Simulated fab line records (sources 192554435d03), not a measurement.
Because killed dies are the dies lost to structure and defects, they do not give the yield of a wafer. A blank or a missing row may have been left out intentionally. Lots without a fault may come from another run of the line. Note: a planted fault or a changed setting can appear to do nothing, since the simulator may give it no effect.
Struck lot and sound lot, side by side + flow n5 finfet + 36 steps out of a route of 1938
Sound: these wafers, L308.1, L308.2, L308.3. Struck: wafers L318.1, L318.3, L318.5. The cause comes at the end.
Each step with rows lists, per side, the tool, then ch with its chambers, then its first start. Under that, the readings that differ: sound wafers + struck wafers + difference of the means + sigmas: that difference in standard deviations of wafers without a fault.
alike: a reading whose means differ by less than 2 such deviations, as well as words and numbers matching on both sides. not compared: withheld readings; readings where some wafer has no value; bounds like >300 that might hide an equal value; numbers whose values overlap and for which the record gives no deviation.
The two part at a step that has a row with sigmas, a row that says differs or no value, or rows on one side only. Non-overlapping numbers with no deviation appear without sigmas and do not part them. A reading that every wafer of one side lacks parts them only if that side has two wafers or more.

first, 9 steps without rows for these wafers: N5_WELL_APT_HMDS_01 (time 60 s); N5_WELL_APT_COAT_02 (resist thk 950 nm); N5_WELL_APT_EBR_04; N5_WELL_APT_SOFTBAKE_03 (time 60 s); N5_WELL_APT_EXPOSE_05 (exposes mask NWELL, defocus 0 nm, target cd 200 nm); N5_WELL_APT_PEB_06 (peb time 90 s); N5_WELL_APT_DEVELOP_07 (develop time 45 s); N5_WELL_APT_HARDBAKE_12 (time 120 s); N5_WELL_APT_DESCUM_13 (chemistry O2, time 7.9 s).
N5_WELL_APT_IMPLANT_14:
  sound on implanter-02 ch 0, day 2 08:40; struck on implanter-02 ch 0, day 4 19:52
| reading            | sound                            | struck                           | difference  | sigmas |
|--------------------|----------------------------------|----------------------------------|-------------|--------|
| dose ions cm2      | 1.5014e+13 1.4993e+13 1.5018e+13 | 1.6216e+13 1.6192e+13 1.6194e+13 | +1.1923e+12 | +70    |
| faraday current uA | 191 185 187                      | 199 210 202                      | +16         | +4     |
then, 25 steps without rows for these wafers: N5_WELL_APT_IMPLANT_15; N5_WELL_APT_STRIP_16 (strips in SPM, time 900 s); N5_WELL_APT_HMDS_18 (time 60 s); N5_WELL_APT_COAT_19 (resist thk 950 nm); N5_WELL_APT_EBR_21; N5_WELL_APT_SOFTBAKE_20 (time 60 s); N5_WELL_APT_EXPOSE_22 (exposes mask PWELL, defocus 0 nm, target cd 200 nm); N5_WELL_APT_PEB_23 (peb time 90 s); N5_WELL_APT_DEVELOP_24 (develop time 45 s); N5_WELL_APT_HARDBAKE_29 (time 120 s); N5_WELL_APT_DESCUM_30 (chemistry O2, time 7.9 s); N5_WELL_APT_IMPLANT_31; N5_WELL_APT_IMPLANT_32; N5_WELL_APT_STRIP_33 (strips in SPM, time 900 s); N5_WELL_APT_RTA_34 (time 10 s); N5_WELL_APT_OXIDE_STRIP_42 (strips SiO2 in dHF, time 45 s, target depth 12 nm); N5_WELL_APT_PRECLEAN_36 (cleans in O3/DIW, time 45 s); N5_WELL_APT_PRECLEAN_39 (cleans in dHF, time 60 s); N5_WELL_APT_SRD_37 (time 30 s); N5_WELL_APT_EPI_41 (deposits Si from SiH4/H2, target thk 50 nm, time 297.7 s); N5_PMOS_HMC_CHANNEL_EPI_HM_DEP_34 (deposits SiO2 from TEOS/O2, target thk 36 nm, time 6.9 s); N5_PMOS_HMC_CHANNEL_EPI_COAT_31 (time 60 s, resist thk 66 nm); N5_PMOS_HMC_CHANNEL_EPI_COAT_03 (resist thk 205 nm); N5_PMOS_HMC_CHANNEL_EPI_EBR_05; N5_PMOS_HMC_CHANNEL_EPI_SOFTBAKE_04 (time 60 s).
-- the record jumps here: 8 days lie between the struck wafers' starts before and after (it left off in module PMOS_HMC_CHANNEL_EPI and takes up again in module BEOL_M4, whose first step shown is number 1111 of the route) --
N5_BEOL_M4_RC_MEAS_101:
  sound on prober-01 ch 0, day 9 17:19; struck on prober-01 ch 0, day 12 22:10
| reading           | sound             | struck            | difference | sigmas |
|-------------------|-------------------|-------------------|------------|--------|
| IOFF_N (nA/um)    | 0.103 0.132 0.132 | 0.151 0.241 0.184 | +0.070     | +2     |
| RS_NWELL (ohm/sq) | 1041 1038 1029    | 994 997 1002      | -38        | -6     |
| SS_N (mV/dec)     | 70.3 70.6 71.3    | 71.5 73.3 72.8    | +1.8       | +3     |
  alike: DIBL_N, DIBL_P, IOFF_P, ION_N, ION_P, SS_P, VT_N, VT_P

== WHERE THEY PART ==
At N5_WELL_APT_IMPLANT_14 first; at N5_BEOL_M4_RC_MEAS_101 last (within this record only).

WHY: what had been put in by the simulator
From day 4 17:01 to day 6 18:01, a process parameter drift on implanter-02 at N5_WELL_APT_IMPLANT_14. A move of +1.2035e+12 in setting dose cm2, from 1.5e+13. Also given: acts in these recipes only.
